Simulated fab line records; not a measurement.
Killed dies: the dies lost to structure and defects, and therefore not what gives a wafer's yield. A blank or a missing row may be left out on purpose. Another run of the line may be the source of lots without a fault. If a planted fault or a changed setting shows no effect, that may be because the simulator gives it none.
What tool caused it? / flow nand_harc / 33 wafers from 11 lots sampled at 6 of the route's 1159 steps

== WHAT THE GAUGES READ, wafer by wafer ==
NHARC_P_STI_OCD_MEAS_43.
lot=L180; measured=day 3 07:02; on=ocd-02; trench_depth_nm (nm)=310 305 301; trench_foot_cd_nm (nm)=157.7 159.5 159.0
lot=L181; measured=day 3 13:17; on=ocd-01; trench_depth_nm (nm)=300 294 298; trench_foot_cd_nm (nm)=162.3 159.8 159.0
lot=L182; measured=day 4 05:19; on=ocd-01; trench_depth_nm (nm)=299 302 297; trench_foot_cd_nm (nm)=155.4 161.8 157.0
lot=L185; measured=day 4 13:20; on=ocd-02; trench_depth_nm (nm)=295 298 294; trench_foot_cd_nm (nm)=156.7 161.0 157.3
lot=L186; measured=day 4 21:34; on=ocd-02; trench_depth_nm (nm)=297 294 300; trench_foot_cd_nm (nm)=161.4 161.9 160.5
lot=L187; measured=day 4 21:26; on=ocd-01; trench_depth_nm (nm)=297 296 295; trench_foot_cd_nm (nm)=160.6 164.0 161.5
lot=L189; measured=day 5 09:07; on=ocd-02; trench_depth_nm (nm)=303 302 301; trench_foot_cd_nm (nm)=160.6 155.9 158.6
lot=L191; measured=day 6 00:02; on=ocd-01; trench_depth_nm (nm)=297 296 298; trench_foot_cd_nm (nm)=161.6 158.6 157.7
lot=L197; measured=day 7 13:34; on=ocd-01; trench_depth_nm (nm)=294 302 302; trench_foot_cd_nm (nm)=159.4 157.6 159.3
lot=L198; measured=day 7 18:00; on=ocd-01; trench_depth_nm (nm)=304 304 305; trench_foot_cd_nm (nm)=161.3 156.8 159.2
lot=L200; measured=day 8 09:17; on=ocd-02; trench_depth_nm (nm)=308 307 311; trench_foot_cd_nm (nm)=157.3 159.6 158.1

NHARC_END_SORT_01.
lot=L180; measured=day 20 01:37; on=prober-02; killed_at_array=21 25 23; killed_at_other=1 0 0; killed_at_periphery=4 3 2; killed_dies=26 28 25; killed_open=2 6 4; killed_short=4 1 3
lot=L181; measured=day 20 09:34; on=prober-02; killed_at_array=17 10 19; killed_at_other=1 0 0; killed_at_periphery=1 4 4; killed_dies=19 14 23; killed_open=1 0 5; killed_short=1 3 3
lot=L185; measured=day 21 10:20; on=prober-02; killed_at_array=21 19 22; killed_at_other=0 0 0; killed_at_periphery=5 4 3; killed_dies=26 23 25; killed_open=7 3 4; killed_short=1 2 2
lot=L187; measured=day 22 02:49; on=prober-01; killed_at_array=28 32 42; killed_at_other=0 0 1; killed_at_periphery=3 3 1; killed_dies=31 35 44; killed_open=4 3 5; killed_short=3 3 3
lot=L189; measured=day 21 18:59; on=prober-01; killed_at_array=15 9 15; killed_at_other=0 0 0; killed_at_periphery=1 1 5; killed_dies=16 10 20; killed_open=6 4 6; killed_short=0 0 3
lot=L191; measured=day 22 02:50; on=prober-02; killed_at_array=31 28 34; killed_at_other=0 0 1; killed_at_periphery=1 0 1; killed_dies=32 28 36; killed_open=3 4 5; killed_short=0 3 1
lot=L197; measured=day 25 03:54; on=prober-02; killed_at_array=18 23 23; killed_at_other=0 0 0; killed_at_periphery=12 11 9; killed_dies=30 34 32; killed_open=3 3 3; killed_short=1 1 3
lot=L198; measured=day 25 10:14; on=prober-02; killed_at_array=32 29 39; killed_at_other=0 1 0; killed_at_periphery=15 10 11; killed_dies=47 40 50; killed_open=2 7 1; killed_short=2 1 2
lot=L200; measured=day 25 17:32; on=prober-02; killed_at_array=36 43 40; killed_at_other=1 1 0; killed_at_periphery=3 2 7; killed_dies=40 46 47; killed_open=1 2 2; killed_short=2 0 2

== TOOL THAT RAN EACH LOT (tool first, then ch and the chambers of the sampled wafers, then the start) ==
lot=L180; NHARC_P_STI_OXIDE_29=furnace-04 ch 0, day 2 18:19; NHARC_P_GATE_DEP_103=pecvd-02 ch 0,1, day 5 10:50; NHARC_P_GATE_DESCUM_31=rie_diel-11 ch 0,2, day 5 11:34; NHARC_P_GATE_HM_OPEN_105=rie_diel-11 ch 0,1,2, day 20 01:37 or earlier
lot=L181; NHARC_P_STI_OXIDE_29=furnace-01 ch 0, day 3 00:34; NHARC_P_GATE_DEP_103=pecvd-02 ch 0,2, day 5 22:01; NHARC_P_GATE_DESCUM_31=rie_diel-11 ch 0,3, day 5 22:50; NHARC_P_GATE_HM_OPEN_105=rie_diel-11 ch 2,3, day 20 09:34 or earlier
lot=L182; NHARC_P_STI_OXIDE_29=furnace-07 ch 0, day 3 07:03; NHARC_P_GATE_DEP_103=pecvd-02 ch 0,1, day 6 09:52; NHARC_P_GATE_DESCUM_31=rie_diel-13 ch 1,2,3, day 6 10:52; NHARC_P_GATE_HM_OPEN_105=rie_diel-13 ch 0,3, no start
lot=L185; NHARC_P_STI_OXIDE_29=furnace-07 ch 0, day 4 00:35; NHARC_P_GATE_DEP_103=pecvd-03 ch 1,2, day 6 17:56; NHARC_P_GATE_DESCUM_31=rie_diel-11 ch 0,2,3, day 6 18:40; NHARC_P_GATE_HM_OPEN_105=rie_diel-11 ch 1,2,3, day 21 10:20 or earlier
lot=L186; NHARC_P_STI_OXIDE_29=furnace-07 ch 0, day 4 08:41; NHARC_P_GATE_DEP_103=pecvd-02 ch 0,2, day 6 22:28; NHARC_P_GATE_DESCUM_31=rie_diel-13 ch 0,1,3, day 6 23:20; NHARC_P_GATE_HM_OPEN_105=rie_diel-13 ch 1,2,3, no start
lot=L187; NHARC_P_STI_OXIDE_29=furnace-07 ch 0, day 4 08:41; NHARC_P_GATE_DEP_103=pecvd-03 ch 0,1,2, day 6 22:38; NHARC_P_GATE_DESCUM_31=rie_diel-11 ch 0,2,3, day 6 23:30; NHARC_P_GATE_HM_OPEN_105=rie_diel-11 ch 0,1,2, day 22 02:49 or earlier
lot=L189; NHARC_P_STI_OXIDE_29=furnace-07 ch 0, day 4 20:20; NHARC_P_GATE_DEP_103=pecvd-03 ch 0,1,2, day 7 21:43; NHARC_P_GATE_DESCUM_31=rie_diel-08 ch 1,2,3, day 7 22:35; NHARC_P_GATE_HM_OPEN_105=rie_diel-08 ch 0,2,3, day 21 18:59 or earlier
lot=L191; NHARC_P_STI_OXIDE_29=furnace-04 ch 0, day 5 11:30; NHARC_P_GATE_DEP_103=pecvd-03 ch 1,2, day 7 21:10; NHARC_P_GATE_DESCUM_31=rie_diel-13 ch 0,2,3, day 7 21:53; NHARC_P_GATE_HM_OPEN_105=rie_diel-13 ch 1,2,3, day 22 02:50 or earlier
lot=L197; NHARC_P_STI_OXIDE_29=furnace-04 ch 0, day 7 00:53; NHARC_P_GATE_DEP_103=pecvd-03 ch 0,1, day 9 18:31; NHARC_P_GATE_DESCUM_31=rie_diel-08 ch 1,3, day 9 21:55; NHARC_P_GATE_HM_OPEN_105=rie_diel-08 ch 0,3, day 25 03:54 or earlier
lot=L198; NHARC_P_STI_OXIDE_29=furnace-04 ch 0, day 7 05:27; NHARC_P_GATE_DEP_103=pecvd-03 ch 0,1,2, day 9 18:22; NHARC_P_GATE_DESCUM_31=rie_diel-11 ch 1,2,3, day 9 21:47; NHARC_P_GATE_HM_OPEN_105=rie_diel-11 ch 0,2, day 25 10:14 or earlier
lot=L200; NHARC_P_STI_OXIDE_29=furnace-01 ch 0, day 7 20:27; NHARC_P_GATE_DEP_103=pecvd-04 ch 0,1, day 10 12:40; NHARC_P_GATE_DESCUM_31=rie_diel-13 ch 1,2,3, day 10 13:29; NHARC_P_GATE_HM_OPEN_105=rie_diel-13 ch 1,2,3, day 25 17:32 or earlier
- NHARC_P_STI_OXIDE_29: material SiO2, target thk 10 nm, ox time 1362 s.
- NHARC_P_GATE_DEP_103: deposits SiON, target thk 30 nm.
- NHARC_P_GATE_DESCUM_31: chemistry O2, time 3 s.
- NHARC_P_GATE_HM_OPEN_105: chemistry O2/COS, target depth 360 nm.

== AS READ BY THE TOOLS THEMSELVES (means over the sampled wafers that have a number; for cases with no such wafer, the mark the record gives instead) ==
NHARC_P_STI_OXIDE_29.
lot=L180; tool=furnace-04; spike_tc_lower_C (C)=898.9; spike_tc_top_C (C)=912.6
lot=L181; tool=furnace-01; spike_tc_lower_C (C)=901.3; spike_tc_top_C (C)=907.9
lot=L182; tool=furnace-07; spike_tc_lower_C (C)=899.5; spike_tc_top_C (C)=910.7
lot=L185; tool=furnace-07; spike_tc_lower_C (C)=898.9; spike_tc_top_C (C)=910.4
lot=L186; tool=furnace-07; spike_tc_lower_C (C)=900.3; spike_tc_top_C (C)=911.7
lot=L187; tool=furnace-07; spike_tc_lower_C (C)=899.1; spike_tc_top_C (C)=911.7
lot=L189; tool=furnace-07; spike_tc_lower_C (C)=900.2; spike_tc_top_C (C)=911.4
lot=L191; tool=furnace-04; spike_tc_lower_C (C)=900.8; spike_tc_top_C (C)=911.6
lot=L197; tool=furnace-04; spike_tc_lower_C (C)=899.1; spike_tc_top_C (C)=911.9
lot=L198; tool=furnace-04; spike_tc_lower_C (C)=900.2; spike_tc_top_C (C)=911.2
lot=L200; tool=furnace-01; spike_tc_lower_C (C)=900.2; spike_tc_top_C (C)=907.3

NHARC_P_GATE_DEP_103.
lot=L180; tool=pecvd-02; heater_power_w (W)=904; susceptor_temp_C (C)=400.02
lot=L181; tool=pecvd-02; heater_power_w (W)=631; susceptor_temp_C (C)=400.18
lot=L182; tool=pecvd-02; heater_power_w (W)=852; susceptor_temp_C (C)=400.04
lot=L185; tool=pecvd-03; heater_power_w (W)=626; susceptor_temp_C (C)=400.00
lot=L186; tool=pecvd-02; heater_power_w (W)=683; susceptor_temp_C (C)=399.94
lot=L187; tool=pecvd-03; heater_power_w (W)=764; susceptor_temp_C (C)=399.98
lot=L189; tool=pecvd-03; heater_power_w (W)=734; susceptor_temp_C (C)=399.86
lot=L191; tool=pecvd-03; heater_power_w (W)=676; susceptor_temp_C (C)=399.95
lot=L197; tool=pecvd-03; heater_power_w (W)=807; susceptor_temp_C (C)=399.97
lot=L198; tool=pecvd-03; heater_power_w (W)=749; susceptor_temp_C (C)=400.19
lot=L200; tool=pecvd-04; heater_power_w (W)=784; susceptor_temp_C (C)=399.75

NHARC_P_GATE_DESCUM_31.
lot=L180; tool=rie_diel-11; chamber_pressure_mTorr (mTorr)=60.00; drypump_motor_current_A (A)=5.8; oes_product_au (a.u.)=1.007; rf_vpp_V (V)=58.5; showerhead_plenum_p_Torr (Torr)=1.95; throttle_valve_pct (%)=11.307
lot=L181; tool=rie_diel-11; chamber_pressure_mTorr (mTorr)=60.05; drypump_motor_current_A (A)=6.0; oes_product_au (a.u.)=1.008; rf_vpp_V (V)=57.6; showerhead_plenum_p_Torr (Torr)=1.89; throttle_valve_pct (%)=11.307
lot=L182; tool=rie_diel-13; chamber_pressure_mTorr (mTorr)=60.03; drypump_motor_current_A (A)=5.5; oes_product_au (a.u.)=1.015; rf_vpp_V (V)=56.9; showerhead_plenum_p_Torr (Torr)=1.93; throttle_valve_pct (%)=11.311
lot=L185; tool=rie_diel-11; chamber_pressure_mTorr (mTorr)=59.99; drypump_motor_current_A (A)=5.8; oes_product_au (a.u.)=1.000; rf_vpp_V (V)=58.2; showerhead_plenum_p_Torr (Torr)=1.93; throttle_valve_pct (%)=11.305
lot=L186; tool=rie_diel-13; chamber_pressure_mTorr (mTorr)=59.97; drypump_motor_current_A (A)=5.4; oes_product_au (a.u.)=1.002; rf_vpp_V (V)=58.0; showerhead_plenum_p_Torr (Torr)=1.87; throttle_valve_pct (%)=11.317
lot=L187; tool=rie_diel-11; chamber_pressure_mTorr (mTorr)=59.97; drypump_motor_current_A (A)=5.8; oes_product_au (a.u.)=0.998; rf_vpp_V (V)=58.0; showerhead_plenum_p_Torr (Torr)=1.93; throttle_valve_pct (%)=11.311
lot=L189; tool=rie_diel-08; chamber_pressure_mTorr (mTorr)=60.03; drypump_motor_current_A (A)=5.8; oes_product_au (a.u.)=1.003; rf_vpp_V (V)=57.3; showerhead_plenum_p_Torr (Torr)=1.89; throttle_valve_pct (%)=11.309
lot=L191; tool=rie_diel-13; chamber_pressure_mTorr (mTorr)=59.97; drypump_motor_current_A (A)=5.6; oes_product_au (a.u.)=1.005; rf_vpp_V (V)=57.3; showerhead_plenum_p_Torr (Torr)=1.91; throttle_valve_pct (%)=11.314
lot=L197; tool=rie_diel-08; chamber_pressure_mTorr (mTorr)=59.69; drypump_motor_current_A (A)=5.9; oes_product_au (a.u.)=0.994; rf_vpp_V (V)=57.3; showerhead_plenum_p_Torr (Torr)=1.86; throttle_valve_pct (%)=11.305
lot=L198; tool=rie_diel-11; chamber_pressure_mTorr (mTorr)=60.00; drypump_motor_current_A (A)=6.0; oes_product_au (a.u.)=0.994; rf_vpp_V (V)=57.8; showerhead_plenum_p_Torr (Torr)=1.94; throttle_valve_pct (%)=11.309
lot=L200; tool=rie_diel-13; chamber_pressure_mTorr (mTorr)=59.99; drypump_motor_current_A (A)=5.5; oes_product_au (a.u.)=1.009; rf_vpp_V (V)=58.2; showerhead_plenum_p_Torr (Torr)=1.91; throttle_valve_pct (%)=11.313

NHARC_P_GATE_HM_OPEN_105.
lot=L180; tool=rie_diel-11; chamber_pressure_mTorr (mTorr)=20.003; drypump_motor_current_A (A)=6.0; oes_product_au (a.u.)=0.995; rf_vpp_V (V)=468.6; showerhead_plenum_p_Torr (Torr)=3.19; throttle_valve_pct (%)=28.336
lot=L181; tool=rie_diel-11; chamber_pressure_mTorr (mTorr)=19.986; drypump_motor_current_A (A)=5.5; oes_product_au (a.u.)=1.003; rf_vpp_V (V)=468.2; showerhead_plenum_p_Torr (Torr)=3.20; throttle_valve_pct (%)=28.321
lot=L182; tool=rie_diel-13; chamber_pressure_mTorr (mTorr)=19.980; drypump_motor_current_A (A)=5.6; oes_product_au (a.u.)=1.018; rf_vpp_V (V)=465.6; showerhead_plenum_p_Torr (Torr)=3.06; throttle_valve_pct (%)=28.331
lot=L185; tool=rie_diel-11; chamber_pressure_mTorr (mTorr)=19.990; drypump_motor_current_A (A)=6.0; oes_product_au (a.u.)=0.997; rf_vpp_V (V)=467.6; showerhead_plenum_p_Torr (Torr)=3.16; throttle_valve_pct (%)=28.332
lot=L186; tool=rie_diel-13; chamber_pressure_mTorr (mTorr)=20.002; drypump_motor_current_A (A)=5.5; oes_product_au (a.u.)=1.001; rf_vpp_V (V)=466.8; showerhead_plenum_p_Torr (Torr)=3.14; throttle_valve_pct (%)=28.320
lot=L187; tool=rie_diel-11; chamber_pressure_mTorr (mTorr)=19.996; drypump_motor_current_A (A)=6.0; oes_product_au (a.u.)=0.993; rf_vpp_V (V)=468.6; showerhead_plenum_p_Torr (Torr)=3.19; throttle_valve_pct (%)=28.327
lot=L189; tool=rie_diel-08; chamber_pressure_mTorr (mTorr)=20.005; drypump_motor_current_A (A)=5.9; oes_product_au (a.u.)=1.001; rf_vpp_V (V)=467.4; showerhead_plenum_p_Torr (Torr)=3.15; throttle_valve_pct (%)=28.330
lot=L191; tool=rie_diel-13; chamber_pressure_mTorr (mTorr)=19.991; drypump_motor_current_A (A)=5.5; oes_product_au (a.u.)=1.000; rf_vpp_V (V)=468.1; showerhead_plenum_p_Torr (Torr)=3.14; throttle_valve_pct (%)=28.322
lot=L197; tool=rie_diel-08; chamber_pressure_mTorr (mTorr)=20.003; drypump_motor_current_A (A)=6.0; oes_product_au (a.u.)=0.986; rf_vpp_V (V)=467.1; showerhead_plenum_p_Torr (Torr)=3.11; throttle_valve_pct (%)=28.340
lot=L198; tool=rie_diel-11; chamber_pressure_mTorr (mTorr)=20.015; drypump_motor_current_A (A)=5.8; oes_product_au (a.u.)=1.002; rf_vpp_V (V)=468.2; showerhead_plenum_p_Torr (Torr)=3.17; throttle_valve_pct (%)=28.329
lot=L200; tool=rie_diel-13; chamber_pressure_mTorr (mTorr)=20.004; drypump_motor_current_A (A)=5.5; oes_product_au (a.u.)=1.005; rf_vpp_V (V)=467.0; showerhead_plenum_p_Torr (Torr)=3.12; throttle_valve_pct (%)=28.338

== THE ANSWER, worked out from the rows above alone ==
Rule: the usual values come from the lots themselves. The widest of any qualifying gaps counts: lots, ordered by their means at a reading, are off when they make up no more than a third of the lots, leave a main group of 4 or more, and stand apart from it by 3 or more times the standard deviation of that group's means. A main group is skipped when, at the precision printed for the reading in the tables above, its means are all equal. A lot without any number at a reading at which 4 lots or more have one is off too. Any other lot the step has rows for is counted as sound. First the gauges in route order, then the tools' own readings, where a lot's mean is used as printed above. At the first step where some lot is off, the reading lying furthest off is the one used; lots without a number count as furthest.
Off at NHARC_END_SORT_01 (killed_at_periphery): L197, L198. Mean 2.8 and standard deviation 1.1 in the main group. Neither off nor sound, because the step has no rows for them: L182, L186.
If a tool, at a process step before that reading, ran all the lots that are off and no sound lot after the first of them, it fits. The gauges at NHARC_END_SORT_01 are tried like those tools. Because NHARC_P_GATE_HM_OPEN_105 lacks a start for some lots, the hours and order of its lots are taken from NHARC_END_SORT_01. Can't be told from this: 2 tools fit, furnace-04 at NHARC_P_STI_OXIDE_29, pecvd-03 at NHARC_P_GATE_DEP_103.

== WHAT THE SIMULATOR PUT IN ==
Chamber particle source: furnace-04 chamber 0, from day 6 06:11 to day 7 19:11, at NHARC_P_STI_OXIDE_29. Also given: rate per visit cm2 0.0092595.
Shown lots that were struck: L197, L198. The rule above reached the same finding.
